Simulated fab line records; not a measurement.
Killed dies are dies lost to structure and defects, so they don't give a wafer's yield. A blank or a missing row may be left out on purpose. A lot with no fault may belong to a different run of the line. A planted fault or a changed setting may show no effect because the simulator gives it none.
fab line records ; flow n5-finfet
[record] lots = 6; wafers = 16; last-day = 16
route steps=1938 shown BEOL_M11@1597 BEOL_M12@1602 PASSIVATION@1936
lots that met no fault: from a run of the same line without faults
start-h: start of the lot's first displayed wafer, in hours after the record's first day ; wait-h: hours since the lot's step before ; " same as the row above ; L1.1+2: a row that stands for several wafers ; - no value, or no start was given ; * or withheld: withheld ; < > ~ a bound
route shown NAME@n: names a module that has steps shown in the file, with the first one's number in the route ; usual: the fault-free wafers' mean and standard deviation ; same: alike in all rows ; chamber/n: place in a boat ; sites: readings site by site ; _std_site: their standard deviation ; _edge_site: outer sites' mean less inner sites' ; radius-mm: how far each site lies from the wafer's centre ; mask NAME#n: copy n ; behind: the tool/chamber that last shaped the wafer ; hold: what put the lot on hold/how long, in hours/how the hold closed ; device: the transistor (n, p or np) that didn't switch ; end of line: the tests these same wafers got at the end of their route ; a step given without rows: its recipe and nothing more ; killed: the dies lost at the first sort to structure and to defects; this is not the yield of the wafer ; map: per-die view of a wafer (x killed, . not killed, _ where there is no die)
set.NAME: setting as actually run; set.NAME@STEP: the setting as run at that earlier step ; model.NAME: the simulator's own value behind a step, which no gauge read
lots at selected steps of the route; one table per step, one row per wafer
services: from which hour (start-h, from the record's first day; less than 0 if before it) a tool's chamber was out of use, for how many hours, and why
[[steps]]
[step N5_BEOL_M11_THK_MEAS_53]
[recipe] thk-meas-gauge = xrf; reads = Cu_of_BEOL_M11_ECD_50
[usual] M11_THK = 140/3.2
lot.wafer;tool;chamber;start-h;wait-h;M11_THK[nm]
L636.1;film-metro-01;-;247.74;-;138
L636.4;film-metro-01;-;247.74;-;141
L636.5;film-metro-01;-;247.74;-;138
L639.3;film-metro-01;-;259.63;-;142
L639.5;film-metro-01;-;259.63;-;144
L645.1;film-metro-01;-;308.25;-;131
L645.2;film-metro-01;-;308.25;-;139
L651.1;film-metro-02;-;336.64;-;139
L651.5;film-metro-02;-;336.64;-;134
L651.6;film-metro-02;-;336.64;-;139
L650.3;film-metro-01;-;339.50;-;149
L650.5;film-metro-01;-;339.50;-;142
L650.6;film-metro-01;-;339.50;-;144
L654.1;film-metro-01;-;356.26;-;138
L654.2;film-metro-01;-;356.26;-;139
L654.3;film-metro-01;-;356.26;-;139
[step N5_BEOL_M11_PRE_CLEAN_55]
[recipe] gas = NH3; time-s = 15; temp-c = withheld; rf-power-w = 300
[step N5_BEOL_M11_DEP_56]
[recipe] material = SiCN; target-thk-a = 300; temp-c = withheld; precursor = 3MS/NH3; pressure-torr = 3; rf-w = 675; time-s = 10.5
[usual] showerhead-plenum-p-Torr = 4.159/0.019; throttle-valve-pct = 18.5/0.78
lot.wafer;tool;chamber;start-h;wait-h;showerhead-plenum-p-Torr;throttle-valve-pct
L636.1;pecvd-03;1;247.81;0.0;4.121;18.3
L636.4;pecvd-03;0;247.81;0.0;4.190;19.6
L636.5;pecvd-03;1;247.81;0.0;4.130;18.4
L639.3;pecvd-03;0;259.69;0.0;4.188;19.7
L639.5;pecvd-03;1;259.69;0.0;4.137;18.1
L645.1;pecvd-02;0;308.31;0.0;4.162;19.0
L645.2;pecvd-02;2;308.31;0.0;4.129;16.6
L651.1;pecvd-02;1;336.70;0.0;4.144;18.3
L651.5;pecvd-02;2;336.70;0.0;4.123;16.7
L651.6;pecvd-02;1;336.70;0.0;4.147;18.4
L650.3;pecvd-01;0;339.56;0.0;4.177;19.4
L650.5;pecvd-01;0;339.56;0.0;4.155;19.4
L650.6;pecvd-01;2;339.56;0.0;4.160;18.1
L654.1;pecvd-02;1;356.32;0.0;4.150;18.2
L654.2;pecvd-02;2;356.32;0.0;4.135;16.9
L654.3;pecvd-02;0;356.32;0.0;4.180;18.7
[step N5_BEOL_M11_RS_MEAS_57]
[recipe] thk-meas-gauge = four-point-probe; reads = Cu_of_BEOL_M11_ECD_50+Co_of_BEOL_M11_CVD_75+TaN_of_BEOL_M11_ALD_74
[usual] M11_RS = 0.154/0.0037
lot.wafer;tool;chamber;start-h;wait-h;M11_RS[ohm/sq]
L636.1;film-metro-01;-;247.87;0.0;0.156
L636.4;film-metro-01;-;247.87;0.0;0.153
L636.5;film-metro-01;-;247.87;0.0;0.157
L639.3;film-metro-01;-;259.75;0.0;0.152
L639.5;film-metro-01;-;259.75;0.0;0.149
L645.1;film-metro-01;-;308.37;0.0;0.163
L645.2;film-metro-01;-;308.37;0.0;0.153
L651.1;film-metro-01;-;336.76;0.0;0.157
L651.5;film-metro-01;-;336.76;0.0;0.164
L651.6;film-metro-01;-;336.76;0.0;0.157
L650.3;film-metro-01;-;339.63;0.0;0.143
L650.5;film-metro-01;-;339.63;0.0;0.151
L650.6;film-metro-01;-;339.63;0.0;0.149
L654.1;film-metro-02;-;356.38;0.0;0.157
L654.2;film-metro-02;-;356.38;0.0;0.154
L654.3;film-metro-02;-;356.38;0.0;0.154
[step N5_BEOL_M12_ILD_DEP_00]
[recipe] material = SiOC; target-thk-a = 6589.2; temp-c = 350; precursor = DEMS/O2; pressure-torr = 5; rf-w = 500; time-s = 130.7
[usual] heater-power-w = 463/68; showerhead-plenum-p-Torr = 5.694/0.012; throttle-valve-pct = 12.3/0.4
lot.wafer;tool;chamber;start-h;wait-h;heater-power-w;showerhead-plenum-p-Torr;throttle-valve-pct
L636.1;pecvd-04;2;247.93;0.0;507;5.669;12.3
L636.4;pecvd-04;2;247.93;0.0;516;5.684;12.3
L636.5;pecvd-04;2;247.93;0.0;410;5.673;12.4
L639.3;pecvd-01;2;259.81;0.0;378;5.706;11.6
L639.5;pecvd-01;0;259.81;0.0;426;5.687;12.6
L645.1;pecvd-04;2;308.44;0.0;446;5.692;12.0
L645.2;pecvd-04;0;308.44;0.0;424;5.691;12.3
L651.1;pecvd-01;2;336.83;0.0;459;5.709;12.0
L651.5;pecvd-01;0;336.83;0.0;478;5.705;12.6
L651.6;pecvd-01;1;336.83;0.0;543;5.700;12.5
L650.3;pecvd-03;2;339.69;0.0;393;5.679;11.9
L650.5;pecvd-03;2;339.69;0.0;425;5.703;11.8
L650.6;pecvd-03;1;339.69;0.0;451;5.690;12.1
L654.1;pecvd-01;1;356.45;0.0;585;5.698;12.8
L654.2;pecvd-01;2;356.45;0.0;473;5.698;11.8
L654.3;pecvd-01;0;356.45;0.0;407;5.708;12.6
[step N5_BEOL_M12_THK_MEAS_01]
[recipe] reads = SiOC_of_BEOL_M12_ILD_DEP_00
[usual] M12_ILD_THK = 660/9.6
lot.wafer;tool;chamber;start-h;wait-h;M12_ILD_THK[nm]
L636.1;film-metro-01;-;248.11;0.1;656
L636.4;film-metro-01;-;248.11;0.1;665
L636.5;film-metro-01;-;248.11;0.1;663
L639.3;film-metro-01;-;259.95;0.1;644
L639.5;film-metro-01;-;259.95;0.1;669
L645.1;film-metro-01;-;308.57;0.1;648
L645.2;film-metro-01;-;308.57;0.1;657
L651.1;film-metro-01;-;336.96;0.1;648
L651.5;film-metro-01;-;336.96;0.1;662
L651.6;film-metro-01;-;336.96;0.1;667
L650.3;film-metro-02;-;339.82;0.1;676
L650.5;film-metro-02;-;339.82;0.1;682
L650.6;film-metro-02;-;339.82;0.1;674
L654.1;film-metro-01;-;356.58;0.1;654
L654.2;film-metro-01;-;356.58;0.1;648
L654.3;film-metro-01;-;356.58;0.1;646
[step N5_BEOL_M12_COAT_58]
[recipe] resist = BARC; temp-c = 205; time-s = 60; spin-rpm = 1500; resist-thk-nm = 89
[step N5_BEOL_M12_COAT_04]
[recipe] spin-rpm = 1625; resist-thk-nm = 400
[step N5_BEOL_M12_EBR_06]
[recipe] solvent = PGMEA; ebr-width-mm = 1.5
[step N5_BEOL_M12_SOFTBAKE_05]
[recipe] temp-c = 130; time-s = 60
[step N5_BEOL_M12_EXPOSE_07]
[recipe] mask-id = V11; na = 0.93; source-shape = conventional; sigma-outer = 0.6; polarization = unpolarized; attpsm-phase-deg = 180; dose-mj = 32.5
[step N5_BEOL_M12_PEB_08]
[recipe] peb-temp-c = 130; peb-time-s = 90
[usual] chill-plate-temp-C = 23.00/0.1; exhaust-pa = 44.8/1; heater-power-total-W = 172.5/0.8; plate-temp-C = 129.98/0.12
[same] peb-time-s = 90
lot.wafer;tool;chamber;start-h;wait-h;chill-plate-temp-C;exhaust-pa;heater-power-total-W;plate-temp-C
L636.1;litho-track-03;0;248.43;0.1;22.90;43.3;171.6;129.93
L636.4;litho-track-03;0;248.43;0.1;22.98;45.0;172.7;129.92
L636.5;litho-track-03;0;248.43;0.1;22.99;44.1;172.7;130.09
L639.3;litho-track-03;0;260.26;0.0;22.86;44.1;173.7;130.02
L639.5;litho-track-03;0;260.26;0.0;22.94;44.2;172.6;130.02
L645.1;litho-track-05;0;308.88;0.1;22.92;43.7;173.6;130.13
L645.2;litho-track-05;0;308.88;0.1;22.97;44.4;173.3;130.00
L651.1;litho-track-03;0;337.27;0.1;23.03;45.7;166.3;126.17
L651.5;litho-track-03;0;337.27;0.1;23.16;45.2;165.5;126.28
L651.6;litho-track-03;0;337.27;0.1;23.01;45.2;165.8;126.25
L650.3;litho-track-03;0;340.01;0.0;23.07;45.6;166.8;126.50
L650.5;litho-track-03;0;340.01;0.0;23.00;46.7;165.7;126.32
L650.6;litho-track-03;0;340.01;0.0;23.10;46.0;166.7;126.44
L654.1;litho-track-04;0;356.89;0.1;23.20;44.4;171.9;130.09
L654.2;litho-track-04;0;356.89;0.1;23.20;44.7;172.9;129.84
L654.3;litho-track-04;0;356.89;0.1;22.97;43.8;172.1;129.79
[step N5_BEOL_M12_DEVELOP_09]
[recipe] develop-time-s = 45; rinse-liquid = diw; dry = air-spin; dev-temp-c = 21
[step N5_BEOL_M12_HARDBAKE_14]
[recipe] temp-c = 130; time-s = 120
[step N5_BEOL_M12_CD_MEAS_10]
[recipe] target-cd-nm = 140; landing-energy-ev = 500; detector = se-inlens; polarity = opening
[usual] cd-nm = 140/3.1
[same] landing-energy-ev = 500
lot.wafer;tool;chamber;start-h;wait-h;cd-nm
L636.1;cd-sem-01;0;248.54;-;139
L636.4;cd-sem-01;0;248.54;-;142
L636.5;cd-sem-01;0;248.54;-;141
L639.3;cd-sem-03;0;260.38;-;140
L639.5;cd-sem-03;0;260.38;-;142
L645.1;cd-sem-03;0;309.00;-;141
L645.2;cd-sem-03;0;309.00;-;139
L651.1;cd-sem-02;0;337.38;-;129
L651.5;cd-sem-02;0;337.38;-;129
L651.6;cd-sem-02;0;337.38;-;125
L650.3;cd-sem-01;0;340.13;-;132
L650.5;cd-sem-01;0;340.13;-;131
L650.6;cd-sem-01;0;340.13;-;129
L654.1;cd-sem-01;0;357.00;-;137
L654.2;cd-sem-01;0;357.00;-;141
L654.3;cd-sem-01;0;357.00;-;144
[step N5_BEOL_M12_OVL_MEAS_11]
[recipe] points-per-wafer = 44
[usual] V11_OVL = 0/5
lot.wafer;tool;chamber;start-h;wait-h;V11_OVL[nm]
L636.1;overlay-01;0;248.57;0.0;5
L636.4;overlay-01;0;248.57;0.0;1
L636.5;overlay-01;0;248.57;0.0;1
L639.3;overlay-02;0;260.41;0.0;-2
L639.5;overlay-02;0;260.41;0.0;0
L645.1;overlay-01;0;309.03;0.0;-2
L645.2;overlay-01;0;309.03;0.0;-1
L651.1;overlay-02;0;337.42;0.0;0
L651.5;overlay-02;0;337.42;0.0;2
L651.6;overlay-02;0;337.42;0.0;0
L650.3;overlay-02;0;340.16;0.0;2
L650.5;overlay-02;0;340.16;0.0;2
L650.6;overlay-02;0;340.16;0.0;4
L654.1;overlay-02;0;357.04;0.0;-1
L654.2;overlay-02;0;357.04;0.0;-10
L654.3;overlay-02;0;357.04;0.0;-7
[step N5_PASSIVATION_PROBE_49]
[usual] defect-limited-yield = 91.2/1.4; killed_at_M0_to_M3 = 32/9.3; killed_at_M4_up = 14/4.9; killed-at-contacts = 15/7.5; killed-at-front-end = 40/11; killed-at-other = 4/3.3; killed-dies = 104/17; killed-open = 68/14; killed-short = 33/7.9; sort_bin_4_leakage = 0/0; sort_bin_5_function = 5.2/0.99; sort_bin_6_memory = 3.2/0.65; sort-n-pass = 1076/17; sort-yield-pct = 91.1/1.5
[same] gross-dies = 1180; killed-at-back-side = 0; sort_bin_8_speed[%] = 0
lot.wafer;tool;chamber;start-h;wait-h;defect-limited-yield[%];killed_at_M0_to_M3;killed_at_M4_up;killed-at-contacts;killed-at-front-end;killed-at-other;killed-dies;killed-open;killed-short;sort_bin_4_leakage[%];sort_bin_5_function[%];sort_bin_6_memory[%];sort-n-pass;sort-yield-pct[%]
L636.1;prober-02;-;285.06;0.0;90.0;42;22;6;43;5;118;71;46;0;6.0;3.1;1062;90.0
L636.4;prober-02;-;285.21;0.2;91.4;35;12;10;42;2;101;65;36;0;4.6;3.5;1079;91.4
L636.5;prober-02;-;285.26;0.2;90.6;31;15;5;57;3;111;73;38;0;5.0;3.7;1069;90.6
L639.3;prober-01;-;304.57;0.1;92.5;15;16;8;42;7;88;62;19;0;4.1;2.6;1092;92.5
L639.5;prober-01;-;304.67;0.2;91.6;22;12;21;40;4;99;55;27;0;5.7;2.5;1081;91.6
L645.1;prober-02;-;346.06;0.0;89.2;27;16;20;54;10;127;83;41;0;6.3;3.9;1053;89.2
L645.2;prober-02;-;346.11;0.1;89.0;49;12;30;33;6;130;97;32;0;6.0;4.6;1050;89.0
L651.1;prober-02;-;374.93;0.0;82.8;20;116;6;52;9;203;57;25;0;10.2;4.9;977;82.8
L651.5;prober-02;-;375.13;0.2;83.1;29;117;7;43;3;199;64;25;0;10.3;5.1;981;83.1
L651.6;prober-02;-;375.18;0.3;86.6;19;71;9;58;1;158;54;36;0;7.6;3.6;1022;86.6
L650.3;prober-02;-;378.52;0.1;89.9;33;12;17;57;0;119;69;32;0.25;5.0;3.2;1058;89.7
L650.5;prober-02;-;378.62;0.2;89.4;39;9;18;58;1;125;89;36;0;6.1;4.0;1055;89.4
L650.6;prober-02;-;378.67;0.3;87.9;42;17;22;61;1;143;83;44;0;6.5;4.1;1037;87.9
// killed by level:class
L636.1 FIN_SAQP:geometric-particle:short=12 BEOL_M2:geometric-particle:open=11 BEOL_M4:geometric-particle:open=11 FIN_SAQP:geometric-particle:open=7 BEOL_M0_SAQP:geometric-particle:short=7 ILD0:geometric-particle:open=6 BEOL_M1:geometric-particle:open=6 MOL_CONTACT_COAG:geometric-particle:open=5
L636.4 BEOL_M2:geometric-particle:open=13 FIN_SAQP:geometric-particle:short=12 FIN_SAQP:geometric-particle:open=7 STI_FIN_REVEAL:geometric-particle:open=7 MOL_CONTACT_COAG:geometric-particle:open=7 BEOL_M4:geometric-particle:open=6 BEOL_M0_SAQP:geometric-particle:short=5 ILD0:geometric-particle:short=4
L636.5 GATE_CUT:geometric-particle:open=11 FIN_SAQP:geometric-particle:short=10 BEOL_M2:geometric-particle:open=9 FIN_SAQP:geometric-particle:open=7 STARTING-WAFER:geometric-particle:short=6 BEOL_M0_SAQP:geometric-particle:open=5 BEOL_M3:geometric-particle:open=5 BEOL_M4:geometric-particle:open=5
L639.3 STI_FIN_REVEAL:geometric-particle:open=11 MOL_CONTACT_COAG:geometric-particle:open=7 BEOL_M4:geometric-particle:open=7 HKMG_FIN:area-etch=7 BEOL_M0_SAQP:geometric-particle:open=5 BEOL_M1:geometric-particle:open=5 STARTING-WAFER:geometric-particle:open=5 BEOL_M4:geometric-particle:short=4
L639.5 MOL_CONTACT_COAG:geometric-particle:open=10 MOL_CONTACT_COAG:area-etch=9 FIN_CUT:area-etch=8 STI_FIN_REVEAL:geometric-particle:open=7 BEOL_M2:geometric-particle:open=7 STI_FIN_REVEAL:geometric-particle:short=6 FIN_SAQP:geometric-particle:open=5 BEOL_M4:geometric-particle:open=5
L645.1 MOL_CONTACT_COAG:geometric-particle:open=16 FIN_SAQP:geometric-particle:open=10 STI_FIN_REVEAL:geometric-particle:open=10 BEOL_M4:geometric-particle:open=10 GATE_CUT:geometric-particle:short=9 STI_FIN_REVEAL:geometric-particle:short=7 BEOL_M0_SAQP:geometric-particle:open=6 BEOL_M2:geometric-particle:open=5
L645.2 MOL_CONTACT_COAG:geometric-particle:open=26 STI_FIN_REVEAL:geometric-particle:open=17 BEOL_M0_SAQP:geometric-particle:open=14 BEOL_M0:geometric-particle:open=8 BEOL_M0_SAQP:geometric-particle:short=7 GATE_CUT:geometric-particle:open=5 BEOL_M2:geometric-particle:short=5 BEOL_M3:geometric-particle:open=5
L651.1 BEOL_M9:unspecified=105 FIN_SAQP:geometric-particle:open=10 STI_FIN_REVEAL:geometric-particle:open=7 PASSIVATION:area-etch=7 ILD0:geometric-particle:open=5 BEOL_M0_SAQP:geometric-particle:short=5 MOL_CONTACT_COAG:geometric-particle:open=5 BEOL_M3:geometric-particle:open=5
L651.5 BEOL_M9:unspecified=107 FIN_SAQP:geometric-particle:open=13 FIN_SAQP:geometric-particle:short=8 BEOL_M1:geometric-particle:open=7 MOL_CONTACT_COAG:geometric-particle:open=7 ILD0:geometric-particle:open=6 BEOL_M3:geometric-particle:open=6 STI_FIN_REVEAL:geometric-particle:open=5
L651.6 BEOL_M9:unspecified=56 FIN_SAQP:geometric-particle:short=12 FIN_SAQP:geometric-particle:open=10 STI_FIN_REVEAL:geometric-particle:open=7 HKMG_FIN:area-etch=7 MOL_CONTACT_COAG:geometric-particle:open=6 BEOL_M4:geometric-particle:open=6 DUMMY_GATE:geometric-particle:short=5
L650.3 HKMG_FIN:area-etch=17 MOL_CONTACT_COAG:geometric-particle:open=15 BEOL_M1:geometric-particle:open=10 BEOL_M0_SAQP:geometric-particle:short=9 BEOL_M0_SAQP:geometric-particle:open=8 STI_FIN_REVEAL:geometric-particle:open=7 DUMMY_GATE:geometric-particle:open=7 GATE_CUT:geometric-particle:short=5
L650.5 MOL_CONTACT_COAG:geometric-particle:open=15 STI_FIN_REVEAL:geometric-particle:open=14 DUMMY_GATE:geometric-particle:open=9 BEOL_M0_SAQP:geometric-particle:open=9 BEOL_M2:geometric-particle:open=8 BEOL_M1:geometric-particle:open=7 FIN_SAQP:geometric-particle:open=5 GATE_CUT:geometric-particle:short=5
L650.6 MOL_CONTACT_COAG:geometric-particle:open=15 HKMG_FIN:area-etch=14 BEOL_M1:geometric-particle:open=11 FIN_SAQP:geometric-particle:open=9 BEOL_M2:geometric-particle:open=9 BEOL_M4:geometric-particle:open=8 STI_FIN_REVEAL:geometric-particle:open=7 MOL_CONTACT_COAG:geometric-particle:short=7
// map L650.6 (x killed, . not)
_________________............________________
______________....x..x.x...x...._____________
___________x...x...................__________
__________...x.x...................._________
________.........x........x...x......._______
_______............................x...______
______........x..xx.................x..._____
_____...xxx....x.x................x...x..____
____......x............x.........x........___
___xxx..x....................x....x.......x__
___......x........x.x........x.............__
__..........x.......................x......._
__...........x.....x.xx............x........_
_......x..x............xx.................x..
_....................x...xxx..xx.............
_...x......x....x....................x.......
_......x......x..............x.....x...x.....
_........xx..............x.........x........x
_..x......................x.....x.x..........
_...x............x...xxx.....x...............
_x.x....x.........x...x...x....xx............
__..........x.x....xxx....x........x........_
__........x...x.....x.x.x......x...x.......x_
___...x.x.............x......xx.....x......__
___.x.x.......................xx.....x...x.__
____.......x.........x...x...........x....___
_____x...x......x.......x...............x____
______.....xx.....x.x..................._____
_______.x..x..........................x______
________...x...x....xx....x..x.......x_______
__________......x..................x_________
___________...........x.....x......__________
______________....x............._____________
_________________.........x..________________
// map L651.1 (x killed, . not)
_________________....x.......________________
______________.......x.....x...._____________
___________x.......................__________
__________................xx...x.x.._________
________.....x...x.x.................._______
_______..x...x..................xx.....______
______.............x.x..............x..._____
_____.x.........x...................x....____
____....................................x.___
___....x..x.......x..x...x.................__
___x.xx....x.......x.......................__
__..xxxx.x.x.........x......x.x............._
__xx.xxxxxxxx......x....................xx.x_
_xxxxxxxxxxx.....x..................x........
_xxxxxxxxxxx.xx..x.........x............x....
_.xxxxxxxxxxxx.......x...x...................
_xxxxxxxxxxxxx....x...........x......x.......
_xxxxxxxxxxxxx..........x.........x.x........
_xx.xxxxxxxxxxx....x..................x......
_..xxxxxxxx..xx......x.....................x.
_x..xxx..x..................x................
__.....xx........................x.........._
__.......x..x..x.................x.....x.x.._
___......x...................x...x......x..__
___.........x..............x...x....x......__
____........x..............x....x.........___
_____......x.x............x.....x.x......____
______.............x...x..x............._____
_______.........x...........x..........______
________...............x.............._______
__________....x.....x..............x_________
___________...............x...x.x..__________
______________.....x........x..._____________
_________________.........x..________________
[[services]]
tool;chamber;start-h;hours;kind
pecvd-03;0;235.17;7.8;repair
pecvd-02;-;236.17;23.9;repair
pecvd-04;1;244.42;4.1;repair
pecvd-01;-;264.89;5.5;pm
pecvd-01;0;278.05;5.5;scheduled-down
pecvd-02;1;288.13;5.0;repair
pecvd-03;2;292.78;6.0;repair
litho-track-03;-;304.33;-;consumable-replace:filter
pecvd-03;2;304.69;5.5;scheduled-down
pecvd-01;0;309.70;7.9;repair
pecvd-02;2;313.28;5.5;scheduled-down
pecvd-01;-;321.01;6.0;pm
pecvd-04;0;328.23;2.1;scheduled-down
pecvd-03;0;340.68;16.5;scheduled-down
pecvd-01;-;352.23;1.2;repair
[[key]]
[first-sign] step = N5_BEOL_M12_PEB_08; reading = plate-temp-C; direction = down; sigmas = 29; usual = *; struck = *
[effect] step = N5_BEOL_M12_PEB_08; reading = heater-power-total-W; direction = down; sigmas = 8; usual = *; struck = *
[effect] step = N5_BEOL_M12_CD_MEAS_10; reading = cd-nm; direction = down; sigmas = 3.5; usual = 140; struck = 129; through = control-loop
[effect] step = N5_PASSIVATION_PROBE_49; reading = killed_at_M4_up; direction = up; sigmas = 8.8; usual = 14; struck = 57; wafers-moved = 3
met-at N5_BEOL_M12_PEB_08
struck-wafers L650.3,L650.5,L650.6,L651.1,L651.5,L651.6
[loop-trim] step = N5_BEOL_M12_EXPOSE_07; setting = dose; lots = L650
[baseline-loss] step = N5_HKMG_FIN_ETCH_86; wafers = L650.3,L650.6
onset-between 260.26 337.27
[earlier-fault] kind = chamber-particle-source; tool = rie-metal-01; chamber = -; onset-h = 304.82; steps = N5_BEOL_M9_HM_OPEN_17; rate-per-visit-cm2 = 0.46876
[fault] kind = process-parameter-drift; tool = litho-track-03; chamber = -; onset-h = 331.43; steps = N5_BEOL_M12_PEB_08; channel = peb-temp-c; offset = *; shape = step; acts-in = *; stated = *
// loop-trim: a control loop set the setting to another value than it would have without faults
// baseline-loss: these wafers lose ten dies or more at that step, a loss of the line's own and not of a fault; the sort's usual values leave them out
